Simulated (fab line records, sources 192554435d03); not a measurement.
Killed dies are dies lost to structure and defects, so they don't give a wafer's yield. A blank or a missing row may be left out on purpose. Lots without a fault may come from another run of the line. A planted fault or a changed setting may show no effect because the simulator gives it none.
A struck lot beside a sound one | flow n5_finfet | 39 steps out of a route of 1938
Sound: wafers L585.2, L585.5, L585.6. Struck: wafers L581.1, L581.4, L581.5. The cause comes at the end.
At each step with rows: each side's tool, then ch and its chambers, then its first start. Under that, the readings that differ: sound wafers | struck wafers | difference of the means | sigmas: that difference in standard deviations of wafers without a fault.
alike: readings whose means differ by less than 2 such deviations, and words and numbers that are the same on both sides. not compared: withheld readings, readings that some wafer has no value for, bounds like >300 that may hide the same value, and numbers for which the record gives no deviation and whose values overlap.
The two part at a step that has a row with sigmas, a row that says differs or no value, or rows on one side only. Numbers that don't overlap but have no deviation are shown without sigmas and don't part them. A reading that every wafer of one side lacks parts them only if that side has two wafers or more.

first, 9 steps without rows for these wafers: N5_FIN_SAQP_COAT_50 (time 60 s, resist thk 35 nm); N5_FIN_SAQP_COAT_10 (resist thk 90 nm); N5_FIN_SAQP_EBR_12; N5_FIN_SAQP_SOFTBAKE_11 (time 60 s); N5_FIN_SAQP_EXPOSE_13 (exposes mask FIN CORE, target cd 35.6 nm); N5_FIN_SAQP_PEB_14 (peb time 60 s); N5_FIN_SAQP_DEVELOP_15 (develop time 30 s); N5_FIN_SAQP_DESCUM_21 (chemistry O2, time 7.9 s); N5_FIN_SAQP_ETCH_51 (etches SiARC in CF4, target depth 45.5 nm, time 75.8 s).
N5_FIN_SAQP_ETCH_52: etches SOC in N2/H2, target depth 100 nm, overetch 20 nm, time 150 s.
  sound on rie_diel-01 ch 0,2,3, day 6 16:47; struck on rie_diel-02 ch 0,2,3, day 5 16:06
  alike: bias_w, drypump_motor_current_A, n2_flow_sccm, oes_product_au, rf_vpp_V, showerhead_plenum_p_Torr, throttle_valve_pct
  not compared: rf_hours_counter_h
then, 26 steps without rows for these wafers: N5_FIN_SAQP_STRIP_53 (strips in N2/H2); N5_FIN_SAQP_HM_OPEN_73 (chemistry CHF3/O2, target SiO2, stops on a-Si, target depth 12 nm, time 16.8 s); N5_FIN_SAQP_STRIP_74 (strips in CHF3/O2); N5_FIN_SAQP_MANDREL_ETCH_22 (etches a-Si in HBr/Cl2, stops on SiNx, target depth 60 nm, bt time 10 s, time 30 s); N5_FIN_SAQP_STRIP_55 (strips in N2/H2); N5_FIN_SAQP_STRIP_23 (strips in SPM, time 750 s); N5_FIN_SAQP_SRD_66 (time 30 s); N5_FIN_SAQP_RECESS_75 (chemistry HF/NH3, target SiO2, target depth 14.4 nm, afs cycles 3, sublimation time 60 s); N5_FIN_SAQP_SPACER1_ALD_24 (deposits SiO2, target thk 20.3 nm, pulse time 1 s, purge time 2 s); N5_FIN_SAQP_SPACER1_ETCHBACK_25 (etches SiO2 in CHF3/O2, target depth 24.4 nm, time 12.2 s); N5_FIN_SAQP_MANDREL1_REMOVE_56 (chemistry HBr/Cl2/O2, target a-Si, stops on SiNx, bt time 10 s); N5_FIN_SAQP_ETCH_57 (etches SiNx in CH3F/O2, target depth 32.5 nm, time 46.4 s); N5_FIN_SAQP_ETCH_65 (etches SiO2 in CF4, target depth 4 nm, time 4.4 s); N5_FIN_SAQP_MANDREL_ETCH_58 (etches a-Si in HBr/Cl2, stops on SiNx, target depth 45 nm, bt time 10 s, time 27 s); N5_FIN_SAQP_RECESS_63 (chemistry HF/NH3, target SiO2, target depth 18 nm, afs cycles 3, sublimation time 60 s); N5_FIN_SAQP_COAT_68 (time 60 s, resist thk 100 nm); N5_FIN_SAQP_ETCH_69 (etches SOC in N2/H2, stops on SiNx, target depth 150 nm); N5_FIN_SAQP_ETCH_67 (etches SiNx in CH3F/O2, target depth 30 nm); N5_FIN_SAQP_STRIP_70 (strips in N2/H2); N5_FIN_SAQP_RECESS_71 (chemistry HF/NH3, target SiO2, target depth 3 nm, afs cycles 1, sublimation time 60 s); N5_FIN_SAQP_SPACER2_ALD_28 (deposits SiO2, target thk 8.1 nm, pulse time 1 s, purge time 2 s); N5_FIN_SAQP_SPACER2_ETCHBACK_29 (etches SiO2 in CHF3/O2, target depth 12.2 nm, time 6.1 s); N5_FIN_SAQP_MANDREL2_REMOVE_60 (chemistry HBr/Cl2/O2, target a-Si, stops on SiNx, bt time 10 s); N5_FIN_SAQP_HM_OPEN_33 (chemistry CH3F/O2, target SiNx, target depth 49.4 nm, time 70.6 s); N5_FIN_SAQP_ETCH_34 (etches SiO2 in C4F6/O2, target depth 45 nm, time 15 s); N5_FIN_SAQP_STRIP_77 (strips in N2/H2, time 90 s).
N5_FIN_SAQP_INSPECT_40: inspects for defects (brightfield).
  sound on defect_inspect-02, day 6 21:45; struck on defect_inspect-02, day 5 20:32
  reading          | sound       | struck      | difference | sigmas
  raw_defect_count | 181 270 243 | 741 737 739 | +508       | +8
N5_FIN_CUT_INSPECT_10: inspects for defects (brightfield).
  sound on defect_inspect-01, day 6 22:16; struck on defect_inspect-02, day 5 20:58
  reading          | sound    | struck      | difference | sigmas
  raw_defect_count | 37 43 38 | 592 514 546 | +511       | +43
-- the record jumps here: 10 days lie between the struck wafers' starts before and after (it left off in module FIN_CUT and takes up again in module PASSIVATION, whose first step shown is number 1936 of the route) --
N5_PASSIVATION_PROBE_49:
  the record has rows for the struck wafers here (prober-02, day 15 09:59) and none for the sound ones

WHERE THEY PART
First at N5_FIN_SAQP_INSPECT_40; last, within this record, at N5_PASSIVATION_PROBE_49.

WHY: what the simulator had put in
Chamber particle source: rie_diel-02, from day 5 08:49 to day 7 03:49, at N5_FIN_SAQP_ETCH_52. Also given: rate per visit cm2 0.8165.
